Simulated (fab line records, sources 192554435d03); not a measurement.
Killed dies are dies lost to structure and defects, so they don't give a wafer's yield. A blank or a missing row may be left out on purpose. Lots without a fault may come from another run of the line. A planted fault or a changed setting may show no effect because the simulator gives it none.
A struck lot beside a sound one | flow n5_finfet | 38 steps out of a route of 1938
Sound: wafers L237.1, L237.3, L237.6. Struck: wafer L250.1. (L250.2, L250.6 of the same lot were not struck and are left out.) The cause comes at the end.
At each step with rows: each side's tool, then ch and its chambers, then its first start. Under that, the readings that differ: sound wafers | struck wafers | difference of the means | sigmas: that difference in standard deviations of wafers without a fault.
alike: readings whose means differ by less than 2 such deviations, and words and numbers that are the same on both sides. not compared: withheld readings, readings that some wafer has no value for, bounds like >300 that may hide the same value, and numbers for which the record gives no deviation and whose values overlap.
The two part at a step that has a row with sigmas, a row that says differs or no value, or rows on one side only. Numbers that don't overlap but have no deviation are shown without sigmas and don't part them. A reading that every wafer of one side lacks parts them only if that side has two wafers or more.

first, 11 steps without rows for these wafers: N5_FIN_SAQP_DESCUM_21 (chemistry O2, time 7.9 s); N5_FIN_SAQP_ETCH_51 (etches SiARC in CF4, target depth 45.5 nm, time 75.8 s); N5_FIN_SAQP_ETCH_52 (etches SOC in N2/H2, target depth 100 nm, overetch 20 nm, time 150 s); N5_FIN_SAQP_STRIP_53 (strips in N2/H2); N5_FIN_SAQP_HM_OPEN_73 (chemistry CHF3/O2, target SiO2, stops on a-Si, target depth 12 nm, time 16.8 s); N5_FIN_SAQP_STRIP_74 (strips in CHF3/O2); N5_FIN_SAQP_MANDREL_ETCH_22 (etches a-Si in HBr/Cl2, stops on SiNx, target depth 60 nm, bt time 10 s, time 30 s); N5_FIN_SAQP_STRIP_55 (strips in N2/H2); N5_FIN_SAQP_STRIP_23 (strips in SPM, time 750 s); N5_FIN_SAQP_SRD_66 (time 30 s); N5_FIN_SAQP_RECESS_75 (chemistry HF/NH3, target SiO2, target depth 14.4 nm, afs cycles 3, sublimation time 60 s).
N5_FIN_SAQP_SPACER1_ALD_24: deposits SiO2, target thk 20.3 nm, pulse time 1 s, purge time 2 s.
  sound on ald_sin-02 ch 0,2,3, day 2 23:05; struck on ald_sin-02 ch 2, day 6 05:43
  reading                                           | sound             | struck | difference | sigmas
  ald_cycles                                        | 218 218 218       | 244    | +26        |
  precursor_pulse_height_rel                        | 1.005 1.004 1.020 | 0.959  | -0.051     | -3
  model.SiO2_of_FIN_SAQP_SPACER1_ALD_24.thk_nm (nm) | 20.4 20.2 20.4    | 22.6   | +2.3       |
  alike: chamber_pressure_Torr, heater_power_w
then, 1 step without rows for these wafers: N5_FIN_SAQP_SPACER1_ETCHBACK_25 (etches SiO2 in CHF3/O2, target depth 24.4 nm, time 12.2 s).
N5_FIN_SAQP_MANDREL1_REMOVE_56: chemistry HBr/Cl2/O2, target a-Si, stops on SiNx, bt time 10 s.
  sound on rie_si-03 ch 1,3, day 2 23:53; struck on rie_si-03 ch 0, day 6 06:31
  reading                   | sound          | struck | difference | sigmas
  model.FIN_SAQP.cd_nm (nm) | 20.4 20.4 20.4 | 22.8   | +2.4       |
  alike: drypump_motor_current_A, mfc_cl2_sccm, oes_product_au, throttle_valve_pct
  not compared: rf_hours_counter_h
N5_FIN_SAQP_CD_MEAS_27: target cd 20 nm.
  sound on cd_sem-03 ch 0, day 2 23:59; struck on cd_sem-03 ch 0, day 6 06:38
  reading    | sound             | struck | difference | sigmas
  cd_nm (nm) | 20.47 20.51 20.23 | 22.81  | +2.41      | +10
then, 21 steps without rows for these wafers: N5_FIN_SAQP_ETCH_57 (etches SiNx in CH3F/O2, target depth 32.5 nm, time 46.4 s); N5_FIN_SAQP_ETCH_65 (etches SiO2 in CF4, target depth 4 nm, time 4.4 s); N5_FIN_SAQP_MANDREL_ETCH_58 (etches a-Si in HBr/Cl2, stops on SiNx, target depth 45 nm, bt time 10 s, time 27 s); N5_FIN_SAQP_RECESS_63 (chemistry HF/NH3, target SiO2, target depth 18 nm, afs cycles 3, sublimation time 60 s); N5_FIN_SAQP_COAT_68 (time 60 s, resist thk 100 nm); N5_FIN_SAQP_ETCH_69 (etches SOC in N2/H2, stops on SiNx, target depth 150 nm); N5_FIN_SAQP_ETCH_67 (etches SiNx in CH3F/O2, target depth 30 nm); N5_FIN_SAQP_STRIP_70 (strips in N2/H2); N5_FIN_SAQP_RECESS_71 (chemistry HF/NH3, target SiO2, target depth 3 nm, afs cycles 1, sublimation time 60 s); N5_FIN_SAQP_SPACER2_ALD_28 (deposits SiO2, target thk 8.1 nm, pulse time 1 s, purge time 2 s); N5_FIN_SAQP_SPACER2_ETCHBACK_29 (etches SiO2 in CHF3/O2, target depth 12.2 nm, time 6.1 s); N5_FIN_SAQP_MANDREL2_REMOVE_60 (chemistry HBr/Cl2/O2, target a-Si, stops on SiNx, bt time 10 s); N5_FIN_SAQP_HM_OPEN_33 (chemistry CH3F/O2, target SiNx, target depth 49.4 nm, time 70.6 s); N5_FIN_SAQP_ETCH_34 (etches SiO2 in C4F6/O2, target depth 45 nm, time 15 s); N5_FIN_SAQP_STRIP_77 (strips in N2/H2, time 90 s); N5_FIN_SAQP_ETCH_64 (etches SiO2 in CF4, target depth 1.5 nm); N5_FIN_SAQP_FIN_ETCH_36 (etches the open film in HBr/Cl2/O2, target depth 120 nm, time 50.4 s); N5_FIN_SAQP_PRECLEAN_38 (cleans in O3/DIW, time 45 s); N5_FIN_SAQP_PRECLEAN_45 (cleans in dHF, time 10 s); N5_FIN_SAQP_SRD_39 (time 30 s); N5_FIN_CUT_COAT_18 (time 60 s, resist thk 230 nm).
-- the record jumps here: 10 days lie between the struck wafers' starts before and after (it left off in module FIN_CUT and takes up again in module BEOL_M4, whose first step shown is number 1111 of the route) --
N5_BEOL_M4_RC_MEAS_101:
  sound on prober-02 ch 0, day 12 16:43; struck on prober-01 ch 0, day 15 18:53
  alike: DIBL_N, DIBL_P, IOFF_N, IOFF_P, ION_N, ION_P, SS_N, SS_P, VT_N, VT_P
-- the record jumps here: 5 days lie between the struck wafers' starts before and after (it left off in module BEOL_M4 and takes up again in module PASSIVATION, whose first step shown is number 1936 of the route) --
N5_PASSIVATION_PROBE_49:
  the record has rows for the struck wafers here (prober-01, day 20 17:50) and none for the sound ones

WHERE THEY PART
First at N5_FIN_SAQP_SPACER1_ALD_24; last, within this record, at N5_PASSIVATION_PROBE_49.

WHY: what the simulator had put in
Process parameter drift: ald_sin-02, from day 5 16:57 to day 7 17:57, at N5_FIN_SAQP_SPACER1_ALD_24. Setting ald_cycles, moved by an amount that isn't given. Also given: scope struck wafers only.
